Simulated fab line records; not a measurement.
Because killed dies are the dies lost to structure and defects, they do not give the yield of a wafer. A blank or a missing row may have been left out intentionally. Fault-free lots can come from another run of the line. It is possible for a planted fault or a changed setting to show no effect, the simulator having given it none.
3 desks, one fault || flow nand-harc || every desk sees just its own numbers, and what lay behind them comes last

THE DEFECT DESK
Per lot, the means of the sampled wafers with a number show what the inspections along the route counted. Any lot whose mean is over 4 standard deviations away from the usual mean is out of limits and marked OUT; that distance is given in the brackets.
Columns: A = raw-defect-count at NHARC_A_CHANNEL_HOLE_D1_INSPECT_40, usual 73
{"lot": "L141", "first seen here": "day 7 23:38", "A": 49}
{"lot": "L140", "first seen here": "day 8 02:28", "A": 90}
{"lot": "L142", "first seen here": "day 8 22:10", "A": 43}
{"lot": "L144", "first seen here": "day 9 09:34", "A": 86}
{"lot": "L145", "first seen here": "day 9 16:26", "A": 54}
{"lot": "L143", "first seen here": "day 10 03:25", "A": 99}
{"lot": "L146", "first seen here": "day 10 10:22", "A": 86}
{"lot": "L149", "first seen here": "day 11 18:43", "A": 90}
{"lot": "L150", "first seen here": "day 12 08:28", "A": 99}
{"lot": "L151", "first seen here": "day 12 10:59", "A": 57}
{"lot": "L160", "first seen here": "day 15 23:02", "A": 98}
{"lot": "L161", "first seen here": "day 16 20:11", "A": 55}
{"lot": "L162", "first seen here": "day 16 20:16", "A": 99}
{"lot": "L163", "first seen here": "day 17 04:34", "A": 36}
This desk's finding: nothing out of limits on any of the 14 lots.

AT THE TOOL OWNER'S DESK: pecvd-onon-04
The tool's own readings at NHARC_A_ONON_D2_DEP_03 (target thk 1000 nm): means of the sampled wafers that have a number, for each lot that ran on this tool. Any lot whose mean is over 4 standard deviations away from the usual mean is out of limits and marked OUT; that distance is given in the brackets.
Columns: A = nh3-flow-sccm at NHARC_A_ONON_D2_DEP_03, usual 499.8 sccm
{"lot": "L141", "first seen here": "day 11 14:55", "A": 499.4}
{"lot": "L144", "first seen here": "day 12 21:11", "A": 499.0}
{"lot": "L146", "first seen here": "day 14 00:59", "A": 499.7}
{"lot": "L149", "first seen here": "day 15 09:50", "A": 501.3}
{"lot": "L160", "first seen here": "day 19 10:34", "A": 499.7}
{"lot": "L161", "first seen here": "day 20 09:40", "A": 499.0}
This desk's finding: nothing out of limits on any of the 6 lots.

FROM THE METROLOGY DESK
What the gauges read, lot by lot, whatever tool the lot ran on: means of the sampled wafers that have a number. Any lot whose mean is over 4 standard deviations away from the usual mean is out of limits and marked OUT; that distance is given in the brackets.
Columns: A = thk-nm at NHARC_A_ONON_D2_THK_MEAS_05, usual 997 nm
{"lot": "L141", "first seen here": "day 11 15:18", "A": 982}
{"lot": "L140", "first seen here": "day 11 15:25", "A": 1000}
{"lot": "L142", "first seen here": "day 12 10:19", "A": 1002}
{"lot": "L144", "first seen here": "day 12 21:41", "A": 1018}
{"lot": "L145", "first seen here": "day 13 12:10", "A": 983}
{"lot": "L143", "first seen here": "day 13 22:25", "A": 984}
{"lot": "L146", "first seen here": "day 14 01:30", "A": 1000}
{"lot": "L149", "first seen here": "day 15 10:20", "A": 985}
{"lot": "L150", "first seen here": "day 15 22:44", "A": 992}
{"lot": "L151", "first seen here": "day 15 22:55", "A": 992}
{"lot": "L160", "first seen here": "day 19 10:55", "A": "957 (-4.0) OUT"}
{"lot": "L161", "first seen here": "day 20 10:07", "A": "956 (-4.1) OUT"}
{"lot": "L162", "first seen here": "day 20 10:08", "A": 1001}
{"lot": "L163", "first seen here": "day 20 19:33", "A": 1004}
Finding of this desk: L160, L161 out of limits; the first was L160 at day 19 10:55, on thk-nm at NHARC_A_ONON_D2_THK_MEAS_05. In limits: L141, L140, L142, L144, L145, L143, L146, L149, L150, L151, L162, L163.

BROUGHT TOGETHER
L160, L161 would have let the metrology desk raise an alarm at day 19 10:55.
The defect desk saw nothing out of limits.
The tool owner's desk saw nothing out of limits.
The defect desk has L160, L161 on record, within its limits.
The tool owner's desk has L160, L161 on record, within its limits.
On pecvd-onon-04, each named lot ran NHARC_A_ONON_D2_DEP_03.

WHAT THE SIMULATOR PUT IN
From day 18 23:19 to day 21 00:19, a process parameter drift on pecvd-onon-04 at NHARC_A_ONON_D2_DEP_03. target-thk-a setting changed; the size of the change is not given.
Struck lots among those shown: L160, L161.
Hours from the fault's start to each desk's first reading out of limits: the metrology desk, 12.
